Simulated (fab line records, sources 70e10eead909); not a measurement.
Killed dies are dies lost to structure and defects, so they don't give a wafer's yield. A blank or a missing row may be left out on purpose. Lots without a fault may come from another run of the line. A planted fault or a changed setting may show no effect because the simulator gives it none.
A struck lot beside a sound one | flow nand_harc | 29 steps out of a route of 1159
Sound: wafers L570.2, L570.3, L570.6. Struck: wafers L577.1, L577.2, L577.3. The cause comes at the end.
At each step with rows: each side's tool, then ch and its chambers, then its first start. Under that, the readings that differ: sound wafers | struck wafers | difference of the means | sigmas: that difference in standard deviations of wafers without a fault.
alike: readings whose means differ by less than 2 such deviations, and words and numbers that are the same on both sides. not compared: withheld readings, readings that some wafer has no value for, bounds like >300 that may hide the same value, and numbers for which the record gives no deviation and whose values overlap.
The two part at a step that has a row with sigmas, a row that says differs or no value, or rows on one side only. Numbers that don't overlap but have no deviation are shown without sigmas and don't part them. A reading that every wafer of one side lacks parts them only if that side has two wafers or more.

NHARC_A_CONTACT_ETCH_131: etches the open film in C4F8/O2/Ar, time 155 s, target depth 956 nm.
  sound on har_cap_etch-01 ch 0, day 19 20:28; struck on har_cap_etch-03 ch 0,1, day 22 05:49
  not compared: rf_hours_counter_h
NHARC_A_CONTACT_ETCH_132: etches the open film in C4F8/O2/Ar, time 156 s, target depth 958 nm.
  sound on har_cap_etch-01 ch 0, day 19 20:37; struck on har_cap_etch-03 ch 0,1, day 22 05:58
  not compared: rf_hours_counter_h
then, 1 step without rows for these wafers: NHARC_A_CONTACT_ETCH_133 (etches the open film in C4F8/O2/Ar, time 195 s, target depth 840 nm).
NHARC_A_CONTACT_ETCH_91: etches the open film in CH3F/O2, target depth 40 nm, time 85.7 s.
  sound on rie_diel-07 ch 0,1,2, day 19 21:19; struck on rie_diel-07 ch 1,2,3, day 22 06:40
  alike: drypump_motor_current_A, oes_product_au, rf_vpp_V, showerhead_plenum_p_Torr, throttle_valve_pct
  not compared: rf_hours_counter_h
then, 1 step without rows for these wafers: NHARC_A_CONTACT_ETCH_97 (etches the open film in C4F6/O2, target depth 20 nm, time 10 s).
NHARC_A_CONTACT_CD_MEAS_80:
  sound on cd_sem-03, day 19 21:31; struck on cd_sem-03, day 22 06:55
  reading    | sound             | struck            | difference | sigmas
  cd_nm (nm) | 190.4 190.1 190.9 | 188.1 188.7 188.4 | -2.1       | -2
then, 4 steps without rows for these wafers: NHARC_A_CONTACT_STRIP_103 (strips in N2/H2); NHARC_A_CONTACT_STRIP_104 (strips in CF4/CHF3); NHARC_A_CONTACT_STRIP_105 (strips in O2/COS); NHARC_A_CONTACT_ETCH_106 (etches the open film in CF4/O2, target depth 60 nm, overetch 6 nm, time 33 s).
NHARC_A_CONTACT_STRIP_82: strips in O2.
  sound on rie_diel-07 ch 0,3; struck on rie_diel-08 ch 0,1,2
  alike: drypump_motor_current_A, oes_product_au, rf_vpp_V, showerhead_plenum_p_Torr, throttle_valve_pct
  not compared: rf_hours_counter_h
then, 1 step without rows for these wafers: NHARC_A_CONTACT_STRIP_83 (strips in post etch residue remover, time 600 s).
NHARC_A_CONTACT_DEP_84: deposits aC, target thk 2000 nm.
  sound on acl_dep-01 ch 0, day 19 22:40; struck on acl_dep-01 ch 0, day 22 08:02
  alike: throttle_valve_pct
then, 11 steps without rows for these wafers: NHARC_A_CONTACT_DEP_85 (deposits SiON, target thk 50 nm); NHARC_A_CONTACT_DEHYDRATE_00 (time 120 s); NHARC_A_CONTACT_HMDS_01 (time 30 s); NHARC_A_CONTACT_COAT_86 (time 75 s); NHARC_A_CONTACT_COAT_87 (time 65 s); NHARC_A_CONTACT_COAT_02 (resist thk 90 nm); NHARC_A_CONTACT_SOFTBAKE_03 (time 55 s); NHARC_A_CONTACT_EBR_04; NHARC_A_CONTACT_EXPOSE_05 (exposes mask A CC); NHARC_A_CONTACT_PEB_06 (peb time 65 s); NHARC_A_CONTACT_DEVELOP_07 (develop time 35 s).
NHARC_A_CONTACT_CD_MEAS_08: target cd 100 nm.
  sound on cd_sem-01 ch 0, day 20 00:26; struck on cd_sem-03 ch 0, day 22 10:14
  alike: cd_nm
NHARC_A_CONTACT_OVL_MEAS_09:
  sound on overlay-02, day 20 00:32; struck on overlay-02, day 22 10:19
  alike: overlay_x_nm, overlay_y_nm
NHARC_A_CONTACT_INSPECT_10:
  sound on defect_inspect-01, day 20 00:34; struck on defect_inspect-02, day 22 10:21
  reading          | sound    | struck      | difference | sigmas
  raw_defect_count | 34 30 37 | 512 499 514 | +475       | +34
NHARC_A_CONTACT_DESCUM_13: chemistry O2, time 3 s.
  sound on rie_diel-07 ch 2,3, day 20 00:37; struck on rie_diel-07 ch 0,2,3, day 22 10:25
  alike: drypump_motor_current_A, oes_product_au, rf_vpp_V, showerhead_plenum_p_Torr, throttle_valve_pct
  not compared: rf_hours_counter_h
-- the record jumps here: 2 days lie between the struck wafers' starts before and after (it left off in module A_CONTACT and takes up again in module END, whose first step shown is number 1159 of the route) --
NHARC_END_SORT_01:
  the record has rows for the struck wafers here (prober-02 ch 0, day 24 15:35) and none for the sound ones

WHERE THEY PART
First at NHARC_A_CONTACT_CD_MEAS_80; last, within this record, at NHARC_END_SORT_01.

WHY: what the simulator had put in
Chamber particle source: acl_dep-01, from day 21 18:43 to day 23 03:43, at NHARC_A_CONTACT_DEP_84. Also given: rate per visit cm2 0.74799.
